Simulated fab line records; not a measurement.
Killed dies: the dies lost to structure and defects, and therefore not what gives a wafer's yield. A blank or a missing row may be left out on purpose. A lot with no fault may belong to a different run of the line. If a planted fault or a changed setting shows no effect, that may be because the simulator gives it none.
fab line records | flow n5-finfet | part 2 of 2: steps 23 to 29 of 29
[record] lots = 5 wafers = 15 last-day = 17
route steps=1938 shown BEOL_M2@861
lots that met no fault: taken from a fault-free run of the same line
start-h: start of the lot's first displayed wafer, in hours after the record's first day | wait-h: hours since the lot's step before | " same as the row above | L1.1+2: one row covering several wafers at once | - no value present, or no start provided | * or withheld: withheld | < > ~ a bound
route shown NAME@n: NAME is a module with steps in the file, n the number in the route of the first one | usual: mean and standard deviation over wafers with no fault | same: alike in all rows | chamber/n: place in a boat | sites: the reading at each site | _std_site: the values' standard deviation | _edge_site: the outer-site mean with the inner-site mean subtracted | radius-mm: how far each site lies from the wafer's centre | mask NAME#n: copy n | behind: the last tool/chamber to shape the wafer | hold: reason for holding the lot/hours on hold/outcome of the hold | device: names the non-switching transistor (n, p or np) | end of line: the route-end tests of the same wafers | a step without rows: its recipe alone | killed: count of dies lost to structure and defects at first sort (not the wafer's yield) | map: shows each die of a wafer: x if killed, . if not, _ if none is there
set.NAME: the run value of the setting; set.NAME@STEP: its run value at that earlier step | model.NAME: the simulator's own value behind a step, which no gauge read
lots at selected steps of the route; one table per step, one row per wafer
services: the hour from which a tool's chamber was out of use, counted from the record's first day as start-h (under 0 if before that day), plus the number of hours and why
[[steps]]
[step N5_BEOL_M2_ETCHBACK_99]
[recipe] chemistry = CHF3 target = SiO2 target-depth-a = 50 time-s = 10.4 source-w = 215 bias-w = 47 Ar_flow_sccm = 200 CHF3_flow_sccm = 12 ion-energy-ev = 100 pressure-mtorr = 30
[usual] drypump-motor-current-A = 5.9/0.61 oes-product-au = 0.79/0.094 rf-vpp-V = 239/3.7 showerhead-plenum-p-Torr = 2.14/0.072 throttle-valve-pct = 17.01/0.22
// columns lot.wafer tool chamber start-h wait-h drypump-motor-current-A oes-product-au rf-hours-counter-h rf-vpp-V showerhead-plenum-p-Torr throttle-valve-pct
L082.1 rie-diel-01 0 189.94 3.3 6.2 1.00 6 242 2.30 16.58
L082.3 " 2 " " 6.7 0.76 172 242 2.14 16.97
L082.4 " 2 " " 6.7 0.76 - 241 2.14 16.95
L084.2 rie-diel-05 2 193.53 1.0 5.6 0.77 143 240 2.17 17.10
L084.4 " 0 " " 5.2 0.67 230 245 2.19 17.06
L084.6 " 2 " " 5.6 0.77 - 239 2.17 17.12
L089.2 rie-diel-01 2 230.83 1.4 6.7 0.74 191 242 2.13 17.00
L089.5 " 1 " " 5.3 0.71 - 243 2.12 17.29
L089.6 " 2 " " 6.7 0.73 - 243 2.13 16.99
L092.1 rie-diel-01 0 246.20 2.4 6.2 0.92 29 239 2.29 16.62
L092.3 " 1 " " 5.2 0.71 198 243 2.12 17.31
L092.6 " 1 " " 5.2 0.71 - 241 2.12 17.31
L096.1 rie-diel-01 2 277.21 11.8 6.7 0.73 205 242 2.13 17.00
L096.4 " 1 " " 5.2 0.70 208 241 2.11 17.32
L096.6 " 2 " " 6.7 0.73 - 241 2.13 17.02
[step N5_BEOL_M2_ETCH_70]
[recipe] chemistry = N2/H2 target = SOC target-depth-a = 800 overetch-a = 240 mask-material = SiARC temp-c = 40 time-s = 130 ion-energy-ev = 200 pressure-mtorr = 30 source-w = 840 bias-w = 150 n2-flow-sccm = 200 h2-flow-sccm = 200
[usual] drypump-motor-current-A = 5.9/0.61 oes-product-au = 0.58/0.063 rf-vpp-V = 523.5/2.4 showerhead-plenum-p-Torr = 2.54/0.087 throttle-valve-pct = 17.81/0.21
// columns lot.wafer tool chamber start-h wait-h drypump-motor-current-A oes-product-au rf-hours-counter-h rf-vpp-V showerhead-plenum-p-Torr throttle-valve-pct
L082.1 rie-diel-01 0 189.98 0.0 6.2 0.71 6 526.4 2.72 17.51
L082.3 " 2 " " 6.7 0.56 172 522.3 2.54 17.78
L082.4 " 2 " " 6.7 0.56 - 523.4 2.54 17.78
L084.2 rie-diel-05 2 193.56 0.0 5.6 0.57 143 523.1 2.53 17.70
L084.4 " 0 " " 5.3 0.50 230 525.1 2.63 17.99
L084.6 " 2 " " 5.6 0.57 - 524.9 2.53 17.73
L089.2 rie-diel-01 2 230.87 0.0 6.7 0.54 191 523.8 2.53 17.82
L089.5 " 1 " " 5.3 0.53 - 522.1 2.52 18.06
L089.6 " 2 " " 6.7 0.55 - 524.1 2.53 17.81
L092.1 rie-diel-01 0 246.23 0.0 6.2 0.67 29 526.0 2.71 17.55
L092.3 " 1 " " 5.3 0.53 198 522.7 2.52 18.06
L092.6 " 1 " " 5.3 0.53 - 523.1 2.52 18.05
L096.1 rie-diel-01 2 277.24 0.0 6.7 0.54 205 522.5 2.53 17.84
L096.4 " 1 " " 5.3 0.52 208 524.5 2.51 18.07
L096.6 " 2 " " 6.7 0.54 - 521.8 2.53 17.82
[step N5_BEOL_M2_STRIP_71]
[recipe] chemistry = N2/H2 temp-c = 40 n2-flow-sccm = 200 h2-flow-sccm = 200 rf-frequency-hz = 6e+07
// columns lot.wafer tool chamber start-h wait-h
L082.1+3+4 rie-diel-01 0,2,2 190.06 0.0
L084.2+4+6 rie-diel-05 2,0,2 193.65 0.0
L089.2+5+6 rie-diel-01 2,1,2 230.95 0.0
L092.1+3+6 rie-diel-01 0,1,1 246.32 0.0
L096.1+4+6 rie-diel-01 2,1,2 277.33 0.0
[step N5_BEOL_M2_STRIP_78]
[recipe] chemistry = N2/H2 temp-c = 40 n2-flow-sccm = 200 h2-flow-sccm = 200 rf-frequency-hz = 6e+07
// columns lot.wafer tool chamber start-h wait-h
L082.1+3+4 rie-diel-01 0,2,2 190.07 0.0
L084.2+4+6 rie-diel-05 2,0,2 193.66 0.0
L089.2+5+6 rie-diel-01 2,1,2 230.96 0.0
L092.1+3+6 rie-diel-01 0,1,1 246.33 0.0
L096.1+4+6 rie-diel-01 2,1,2 277.34 0.0
[step N5_BEOL_M2_VIA_ETCH_34]
[recipe] chemistry = C4F6/O2 target-depth-a = 694 mask-material = SOC pressure-mtorr = 15 ion-energy-ev = 250 taper-deg = 4 time-s = 65.9 source-w = 350 bias-w = 170 Ar_flow_sccm = 300 C4F6_flow_sccm = 10 O2_flow_sccm = 10
[usual] drypump-motor-current-A = 5.9/0.6 oes-product-au = 0.79/0.095 rf-vpp-V = 661/10 showerhead-plenum-p-Torr = 2.82/0.091 throttle-valve-pct = 30.63/0.25
// columns lot.wafer tool chamber start-h wait-h drypump-motor-current-A oes-product-au rf-hours-counter-h rf-vpp-V showerhead-plenum-p-Torr throttle-valve-pct
L082.1 rie-diel-01 0 190.08 0.0 6.2 0.98 6 665 3.03 30.34
L082.3 " 2 " " 6.7 0.75 172 669 2.83 30.49
L082.4 " 2 " " 6.7 0.75 - 669 2.83 30.48
L084.2 rie-diel-05 2 193.67 0.0 5.6 0.77 143 665 2.86 30.89
L084.4 " 0 " " 5.3 0.66 230 676 2.90 30.49
L084.6 " 2 " " 5.6 0.78 - 665 2.86 30.88
L089.2 rie-diel-01 2 230.97 0.0 6.7 0.74 191 668 2.82 30.48
L089.5 " 1 " " 5.3 0.71 - 668 2.80 30.89
L089.6 " 2 " " 6.7 0.73 - 668 2.82 30.50
L092.1 rie-diel-01 0 246.34 0.0 6.2 0.91 29 664 3.02 30.36
L092.3 " 1 " " 5.3 0.71 198 668 2.80 30.87
L092.6 " 1 " " 5.3 0.71 - 669 2.80 30.86
L096.1 rie-diel-01 2 277.35 0.0 6.7 0.73 205 667 2.81 30.50
L096.4 " 1 " " 5.2 0.70 208 667 2.80 30.89
L096.6 " 2 " " 6.7 0.73 - 668 2.81 30.52
[step N5_BEOL_M2_STRIP_83]
[recipe] chemistry = C4F6/O2 resist = SiARC rf-frequency-hz = 6e+07
// columns lot.wafer tool chamber start-h wait-h
L082.1+3+4 rie-diel-01 0,2,2 190.13 0.0
L084.2+4+6 rie-diel-05 2,0,2 193.72 0.0
L089.2+5+6 rie-diel-01 2,1,2 231.03 0.0
L092.1+3+6 rie-diel-01 0,1,1 246.39 0.0
L096.1+4+6 rie-diel-01 2,1,2 277.40 0.0
[step N5_BEOL_M2_STRIP_36]
[recipe] chemistry = N2/H2 power-w = 450 temp-c = 40 pressure-mtorr = 20 rf-frequency-hz = 6e+07 overash-fraction = 0.3 bias-power-w = 7 h2-frac = 0.5 n2-flow-sccm = 200 h2-flow-sccm = 200
[usual] drypump-motor-current-A = 5.9/0.61 oes-product-au = 0.79/0.094 rf-vpp-V = 59.1/1.4 showerhead-plenum-p-Torr = 2.53/0.087 throttle-valve-pct = 23.65/0.23
[same] overash-fraction = 0.3
// columns lot.wafer tool chamber start-h wait-h drypump-motor-current-A oes-product-au rf-hours-counter-h rf-vpp-V showerhead-plenum-p-Torr throttle-valve-pct
L082.1 rie-diel-01 0 190.14 0.0 6.2 0.99 6 59.7 2.72 23.55
L082.3 " 2 " " 6.7 0.76 172 57.4 2.54 23.54
L082.4 " 2 " " 6.7 0.75 - 55.6 2.54 23.53
L084.2 rie-diel-05 2 193.73 0.0 5.6 0.77 143 59.2 2.53 23.47
L084.4 " 0 " " 5.3 0.67 230 58.0 2.62 23.79
L084.6 " 2 " " 5.6 0.77 - 59.8 2.53 23.48
L089.2 rie-diel-01 2 231.04 0.0 6.7 0.73 191 56.9 2.53 23.57
L089.5 " 1 " " 5.3 0.71 - 58.7 2.51 23.78
L089.6 " 2 " " 6.7 0.74 - 57.7 2.53 23.57
L092.1 rie-diel-01 0 246.40 0.0 6.2 0.91 29 60.1 2.71 23.64
L092.3 " 1 " " 5.2 0.70 198 59.7 2.51 23.82
L092.6 " 1 " " 5.3 0.71 - 61.5 2.51 23.82
L096.1 rie-diel-01 2 277.41 0.0 6.7 0.72 206 61.1 2.52 23.58
L096.4 " 1 " " 5.3 0.68 208 58.5 2.51 23.82
L096.6 " 2 " " 6.7 0.72 - 58.4 2.52 23.62
[[services]]
// columns tool chamber start-h hours kind
rie-diel-06 0 176.57 2.9 repair
ald-sin-04 2 177.27 15.7 repair
rie-diel-01 3 183.44 7.2 repair
euv-scanner-01 - 185.75 1.0 pm
rie-diel-01 3 190.78 - clean
rie-diel-01 3 190.78 - consumable-replace:esc
rie-diel-06 1 199.25 14.5 repair
euv-scanner-02 - 208.48 1.0 pm
rie-diel-06 - 209.18 0.3 repair
rie-diel-06 - 210.01 4.8 repair
rie-diel-06 1 216.20 8.8 repair
rie-diel-06 2 216.94 4.0 repair
rie-diel-06 0 227.20 14.4 repair
euv-scanner-01 - 227.72 1.2 repair
ald-sin-04 - 229.30 6.1 pm
rie-diel-05 - 236.83 0.2 repair
rie-diel-06 2 241.76 6.5 repair
euv-scanner-01 - 241.90 1.0 pm
euv-scanner-01 - 244.25 1.2 repair
rie-diel-01 1 255.42 3.4 repair
ald-sin-01 1 264.12 15.4 repair
euv-scanner-02 - 264.63 1.0 pm
rie-diel-01 2 270.68 4.7 repair
rie-diel-05 - 273.86 14.6 pm
